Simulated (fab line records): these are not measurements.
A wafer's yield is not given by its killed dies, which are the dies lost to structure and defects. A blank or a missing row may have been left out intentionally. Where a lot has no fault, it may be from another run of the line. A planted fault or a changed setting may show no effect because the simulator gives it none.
Problem report in the 8D (eight disciplines) form, filled by code	flow nand harc	the parts of the form that need people (team, actions taken, sign-off) are left out

== 1. PROBLEM STATEMENT ==
At NHARC_P_STI_INSPECT_25, raw defect count averages 583 over 6 wafers from 2 lots, while fault-free wafers read 203, standard deviation 67. That is +5.7 standard deviations from the usual mean.
Earliest sighting: wafer L801.2 on defect inspect-01 at day 10 01:47. At this step, 33 wafers from 11 lots have a number in the record. The rule behind "out" and "out of limits": a value lying over 4 standard deviations away from the usual mean. The rest of the wafers with a number are treated as sound.

== 2. WHAT IT IS; WHAT IT IS NOT ==
question	is	is not
which readings at this step	raw defect count	-
which lots	L801, L804	L789, L790, L791, L794, L798, L805, L806, L808, L810
which wafers of those lots	all that have a number	-
read on which gauges	defect inspect-01	defect inspect-02
when	from day 10 01:47	up to then (15 sound wafers); but 12 sound wafers of L805, L806, L808, L810 came after

== 3. SUSPECTS, AND WHAT RULES EACH OUT ==
Counting: any tool at a process step up to the reading is kept as a suspect provided that every lot that is out went through it and no sound lot did after the first of them.
- the gauge at NHARC_P_STI_INSPECT_25 has been ruled out. All the wafers that are out were read on defect inspect-01, but those of them that NHARC_P_GATE_INSPECT_68 has rows for are out there too, on other tools.
- rtp anneal-02 at NHARC_P_ZERO_WELL_RTA_42 (time 300 s): ruled out as a lasting fault. Sound lots L808, L810 ran on it after its first lot that is out, L801 (day 7 23:16).
- cmp-01 at NHARC_P_STI_CMP_21 (polishes, t overpolish 20 s, target thk 380.67 nm): ruled out as a lasting fault. Sound lots L810 ran on it after its first lot that is out, L801 (day 9 18:02).
Left after counting: nothing in the record.

== 4. THE CAUSE (what the simulator had put in) ==
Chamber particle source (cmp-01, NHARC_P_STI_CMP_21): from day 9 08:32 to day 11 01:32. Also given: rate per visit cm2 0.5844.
It was ruled out by counting, in error; the rule expects a fault to strike all lots run on its tool from its start on, and this fault did not.

== 5. SEQUENCE OF EFFECTS, ordered by route ==
One row per reading whose mean, taken over the struck wafers that have a number, lies over 3 standard deviations from the usual. Readings are gone through only where the record gives a usual standard deviation; hours: the median, over the lots, of the time from a lot's start at the first step in this table giving one to that lot's start at this step; sigmas: the change measured in usual standard deviations.
hours	step	reading	usual	on struck wafers	change	sigmas
0	NHARC_P_STI_INSPECT_25	raw defect count	203	583	+380	+5.7
27	NHARC_P_GATE_INSPECT_28	raw defect count	5.7	381.2	+375.5	+99 or more
45	NHARC_P_GATE_INSPECT_68	raw defect count	188	544	+356	+5.1
494	NHARC_END_SORT_01	killed at periphery	3.6	268.7	+265.1	+99 or more
494	NHARC_END_SORT_01	killed dies	58	314	+256	+14

== 6. WHAT WOULD HAVE CAUGHT IT SOONER ==
Counted from the fault's start at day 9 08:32, it took 17 hours until the first out-of-limits reading at a measuring or inspecting step in this record, taken at day 10 01:47.
Tool readings at NHARC_P_STI_CMP_21 with a usual standard deviation given in the record: none out on any struck wafer, hence no alarm at a limit of 4 standard deviations on them.
